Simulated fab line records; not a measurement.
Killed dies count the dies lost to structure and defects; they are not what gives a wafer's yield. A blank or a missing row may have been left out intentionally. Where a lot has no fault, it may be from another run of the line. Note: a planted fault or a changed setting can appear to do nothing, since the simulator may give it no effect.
Which tool was responsible?    flow nand-harc    24 lots with 72 wafers sampled at 5 steps, on a route of 1159 steps

WHAT EACH GAUGE READ, for each wafer
NHARC_A_CONTACT_INSPECT_71. Usual: raw-defect-count at 29, with a standard deviation of 14.
lot   measured      on                 raw-defect-count  flag
L074  day 16 05:41  defect-inspect-01  23 21 26          
L075  day 16 14:56  defect-inspect-01  11 18 14          
L077  day 16 22:05  defect-inspect-02  19 18 18          
L076  day 17 06:26  defect-inspect-01  25 22 29          
L079  day 17 12:10  defect-inspect-01  22 37 23          
L078  day 17 13:47  defect-inspect-01  25 32 36          
L080  day 17 17:45  defect-inspect-02  6 9 12            
L081  day 18 09:42  defect-inspect-02  23 18 23          
L082  day 18 23:28  defect-inspect-02  23 30 23          
L084  day 19 00:07  defect-inspect-02  33 40 35          
L085  day 19 10:41  defect-inspect-02  33 30 35          
L083  day 19 15:35  defect-inspect-02  12 11 18          
L086  day 19 21:29  defect-inspect-02  49 44 53          
L087  day 20 00:52  defect-inspect-02  12 8 16           
L088  day 20 04:26  defect-inspect-01  45 41 40          
L089  day 20 07:14  defect-inspect-01  8 9 16            
L090  day 20 10:40  defect-inspect-01  44 39 52          
L091  day 20 23:14  defect-inspect-01  33 23 29          
L094  day 21 10:31  defect-inspect-02  52 52 62          
L092  day 21 12:13  defect-inspect-01  31 35 36          
L096  day 21 17:20  defect-inspect-01  36 45 42          
L095  day 21 19:13  defect-inspect-02  32 42 45          
L093  day 21 23:00  defect-inspect-01  47 36 54          
L097  day 22 10:54  defect-inspect-01  13 12 12          

EACH LOT AND THE TOOL THAT RAN IT (in order: tool; ch and the chambers of the sampled wafers; start)
lot   NHARC_A_CONTACT_ETCH_115              NHARC_A_CONTACT_ETCH_117              NHARC_A_CONTACT_ETCH_122              NHARC_A_CONTACT_STRIP_55
L074  har-cap-etch-02 ch 0,1, day 15 21:59  har-cap-etch-02 ch 0,1, day 15 22:10  har-cap-etch-02 ch 0,1, day 15 22:38  rie-diel-06 ch 0,2,3, day 16 05:41 or earlier
L075  har-cap-etch-02 ch 1, day 16 07:41    har-cap-etch-02 ch 1, day 16 07:52    har-cap-etch-02 ch 1, day 16 08:19    rie-diel-06 ch 0,1, day 16 14:56 or earlier
L077  har-cap-etch-03 ch 0, day 16 14:30    har-cap-etch-03 ch 0, day 16 14:41    har-cap-etch-03 ch 0, day 16 15:08    rie-diel-08 ch 0,1,2, day 16 22:05 or earlier
L076  har-cap-etch-02 ch 0,1, day 16 23:34  har-cap-etch-02 ch 0,1, day 16 23:44  har-cap-etch-02 ch 0,1, day 17 00:11  rie-diel-03 ch 2,3, day 17 06:26 or earlier
L079  har-cap-etch-01 ch 0,1, day 17 06:46  har-cap-etch-01 ch 0,1, day 17 06:57  har-cap-etch-01 ch 0,1, day 17 07:24  rie-diel-08 ch 0,1,2, day 17 12:10 or earlier
L078  har-cap-etch-03 ch 0,1, day 17 08:37  har-cap-etch-03 ch 0,1, day 17 08:48  har-cap-etch-03 ch 0,1, day 17 09:16  rie-diel-06 ch 1,2, day 17 13:47 or earlier
L080  har-cap-etch-01 ch 0,1, day 17 11:43  har-cap-etch-01 ch 0,1, day 17 11:54  har-cap-etch-01 ch 0,1, day 17 12:22  rie-diel-06 ch 2,3, day 17 17:45 or earlier
L081  har-cap-etch-02 ch 0,1, day 18 04:34  har-cap-etch-02 ch 0,1, day 18 04:44  har-cap-etch-02 ch 0,1, day 18 05:11  rie-diel-06 ch 0,1,2, day 18 09:42 or earlier
L082  har-cap-etch-03 ch 0,1, day 18 17:19  har-cap-etch-03 ch 0,1, day 18 17:31  har-cap-etch-03 ch 0,1, day 18 17:58  rie-diel-08 ch 1,3, day 18 23:28 or earlier
L084  har-cap-etch-01 ch 0,1, day 18 18:49  har-cap-etch-01 ch 0,1, day 18 18:59  har-cap-etch-01 ch 0,1, day 18 19:26  rie-diel-06 ch 0,1,3, day 19 00:07 or earlier
L085  har-cap-etch-01 ch 0,1, day 19 05:38  har-cap-etch-01 ch 0,1, day 19 05:49  har-cap-etch-01 ch 0,1, day 19 06:17  rie-diel-06 ch 0,2, day 19 10:41 or earlier
L083  har-cap-etch-01 ch 0,1, day 19 09:32  har-cap-etch-01 ch 0,1, day 19 09:43  har-cap-etch-01 ch 0,1, day 19 10:10  rie-diel-06 ch 0,1,2, day 19 15:35 or earlier
L086  har-cap-etch-03 ch 0,1, day 19 15:25  har-cap-etch-03 ch 0,1, day 19 15:36  har-cap-etch-03 ch 0,1, day 19 16:03  rie-diel-06 ch 0,1, day 19 21:29 or earlier
L087  har-cap-etch-02 ch 0,1, day 19 18:11  har-cap-etch-02 ch 0,1, day 19 18:23  har-cap-etch-02 ch 0,1, day 19 18:50  rie-diel-03 ch 0,2,3, day 20 00:52 or earlier
L088  har-cap-etch-01 ch 0,1, day 19 22:55  har-cap-etch-01 ch 0,1, day 19 23:05  har-cap-etch-01 ch 0,1, day 19 23:33  rie-diel-08 ch 0,1, day 20 04:26 or earlier
L089  har-cap-etch-01 ch 0,1, day 20 01:59  har-cap-etch-01 ch 0,1, day 20 02:10  har-cap-etch-01 ch 0,1, day 20 02:37  rie-diel-06 ch 0,2,3, day 20 07:14 or earlier
L090  har-cap-etch-03 ch 0,1, day 20 04:23  har-cap-etch-03 ch 0,1, day 20 04:34  har-cap-etch-03 ch 0,1, day 20 05:01  rie-diel-08 ch 0,3, day 20 10:40 or earlier
L091  har-cap-etch-03 ch 0,1, day 20 18:05  har-cap-etch-03 ch 0,1, day 20 18:16  har-cap-etch-03 ch 0,1, day 20 18:43  rie-diel-08 ch 1,3, day 20 23:14 or earlier
L094  har-cap-etch-02 ch 0,1, day 21 01:57  har-cap-etch-02 ch 0,1, day 21 02:08  har-cap-etch-02 ch 0,1, day 21 02:35  rie-diel-03 ch 0,1,2, day 21 10:31 or earlier
L092  har-cap-etch-03 ch 0,1, day 21 03:44  har-cap-etch-03 ch 0,1, day 21 03:55  har-cap-etch-03 ch 0,1, day 21 04:22  rie-diel-06 ch 0,2,3, day 21 12:13 or earlier
L096  har-cap-etch-02 ch 1, day 21 09:59    har-cap-etch-02 ch 1, day 21 10:10    har-cap-etch-02 ch 1, day 21 10:37    rie-diel-06 ch 1,2, day 21 17:20 or earlier
L095  har-cap-etch-01 ch 0,1, day 21 13:55  har-cap-etch-01 ch 0,1, day 21 14:07  har-cap-etch-01 ch 0,1, day 21 14:34  rie-diel-03 ch 0,1,2, day 21 19:13 or earlier
L093  har-cap-etch-03 ch 0,1, day 21 16:13  har-cap-etch-03 ch 0,1, day 21 16:24  har-cap-etch-03 ch 0,1, day 21 16:51  rie-diel-03 ch 0,1,2, day 21 23:00 or earlier
L097  har-cap-etch-03 ch 0,1, day 22 03:23  har-cap-etch-03 ch 0,1, day 22 03:34  har-cap-etch-03 ch 0,1, day 22 04:01  rie-diel-08 ch 0,2,3, day 22 10:54 or earlier
- NHARC_A_CONTACT_ETCH_115: etches the open film in C4F8/O2/Ar, time 94 s, target depth 922 nm.
- NHARC_A_CONTACT_ETCH_117: etches the open film in C4F8/O2/Ar, time 94 s, target depth 922 nm.
- NHARC_A_CONTACT_ETCH_122: etches the open film in C4F8/O2/Ar, time 95 s, target depth 930 nm.
- NHARC_A_CONTACT_STRIP_55: strips in O2.

AS READ BY THE TOOLS THEMSELVES (means over the sampled wafers that have a number; for cases with no such wafer, the mark the record gives instead)
NHARC_A_CONTACT_STRIP_55. Usual: drypump-motor-current-A 6.0 A, standard deviation 0.38; oes-product-au 1.002 a.u., standard deviation 0.012; rf-vpp-V 57.6 V, standard deviation 0.77; showerhead-plenum-p-Torr 3.43 Torr, standard deviation 0.091; throttle-valve-pct 17.037 %, standard deviation 0.01.
lot   tool         drypump-motor-current-A (A)  oes-product-au (a.u.)  rf-vpp-V (V)  showerhead-plenum-p-Torr (Torr)  throttle-valve-pct (%)  flag
L074  rie-diel-06  6.0                          0.997                  57.0          3.50                             17.039                  
L075  rie-diel-06  5.9                          1.014                  57.4          3.45                             17.040                  
L077  rie-diel-08  6.2                          1.000                  57.2          3.43                             17.031                  
L076  rie-diel-03  5.4                          1.010                  58.1          3.40                             17.040                  
L079  rie-diel-08  6.2                          1.005                  57.4          3.43                             17.037                  
L078  rie-diel-06  6.3                          0.998                  57.4          3.47                             17.043                  
L080  rie-diel-06  6.0                          0.989                  57.5          3.55                             17.038                  
L081  rie-diel-06  6.1                          1.004                  57.3          3.46                             17.038                  
L082  rie-diel-08  5.7                          0.993                  56.7          3.40                             17.030                  
L084  rie-diel-06  5.8                          1.007                  57.8          3.50                             17.049                  
L085  rie-diel-06  6.4                          1.000                  57.6          3.45                             17.044                  
L083  rie-diel-06  6.0                          1.013                  57.6          3.46                             17.035                  
L086  rie-diel-06  5.8                          1.023                  57.5          3.46                             17.044                  
L087  rie-diel-03  5.8                          1.008                  57.3          3.35                             17.031                  
L088  rie-diel-08  6.1                          1.005                  57.4          3.33                             17.034                  
L089  rie-diel-06  6.0                          1.006                  57.4          3.49                             17.036                  
L090  rie-diel-08  6.0                          0.990                  58.2          3.33                             17.033                  
L091  rie-diel-08  5.7                          0.992                  58.0          3.39                             17.030                  
L094  rie-diel-03  6.0                          1.004                  57.4          3.32                             17.041                  
L092  rie-diel-06  6.1                          1.007                  58.2          3.49                             17.033                  
L096  rie-diel-06  6.3                          1.004                  57.7          3.46                             17.037                  
L095  rie-diel-03  6.0                          1.003                  58.1          3.32                             17.040                  
L093  rie-diel-03  6.0                          1.007                  57.0          3.32                             17.036                  
L097  rie-diel-08  6.1                          0.983                  56.8          3.41                             17.038                  

THE ANSWER, worked out from the rows above alone
Rule: a lot is off if the mean of its wafers that have a number lies more than 3 standard deviations from the usual mean. A lot without any number at a reading at which 4 lots or more have one is off too. Any other lot the step has rows for is counted as sound. Order of review: gauges by route order, followed by the tools' own readings, for which a lot's mean as printed above is used. At the first step where some lot is off, the reading lying furthest off is the one used; lots without a number count as furthest.
None of the lots is off at any reading shown; this tells nothing.

WHAT HAD BEEN PUT IN BY THE SIMULATOR
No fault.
